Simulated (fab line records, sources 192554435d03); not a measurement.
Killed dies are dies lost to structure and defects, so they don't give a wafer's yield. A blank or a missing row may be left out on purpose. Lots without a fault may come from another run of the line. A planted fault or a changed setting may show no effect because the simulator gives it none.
Chamber matching | flow n5_finfet | N5_BEOL_M15_VIA_ETCH_16 on rie_diel-05: 4 sister chambers
The step etches SiO2 in C4F8/O2/Ar, target depth 1792.2 nm. 4 wafers are shown with their chamber, then 12 later ones without.

WAFERS WITH THEIR CHAMBER
wafer  | chamber | rf_vpp_V (V)
L090.3 | 1       | 2227
L092.1 | 2       | 2249
L092.2 | 0       | 2075
L092.5 | 3       | 2330

WAFERS WITHOUT THEIR CHAMBER
wafer  | rf_vpp_V (V)
L094.2 | 2227
L094.3 | 2074
L094.6 | 2076
L095.2 | 2245
L095.5 | 2227
L095.6 | 2330
L097.2 | 2248
L097.3 | 2328
L097.6 | 2248
L096.4 | 2246
L096.5 | 2227
L096.6 | 2329

WHICH CHAMBER EACH WENT THROUGH
wafer  | from the rows above | in truth
L094.2 | 1                   | 1
L094.3 | 0                   | 0
L094.6 | 0                   | 0
L095.2 | 2                   | 2
L095.5 | 1                   | 1
L095.6 | 3                   | 3
L097.2 | 2                   | 2
L097.3 | 3                   | 3
L097.6 | 2                   | 2
L096.4 | 2                   | 2
L096.5 | 1                   | 1
L096.6 | 3                   | 3
Placed correctly: 12 of 12. Can't be placed from these rows: 0. Placed wrongly: 0.
How it was worked out, from the rows above alone: a wafer's distance from a chamber is the root of the sum, over the readings, of the square of ((its reading less the chamber's mean) divided by the reading's scatter). The wafer belongs to the nearest chamber; if the next one is less than 2 further off, it can't be placed. A chamber's mean is the mean of its shown wafers. The scatter: with one shown wafer a chamber, the root of the mean of the squares of how far each hidden wafer lies from its nearest shown one.
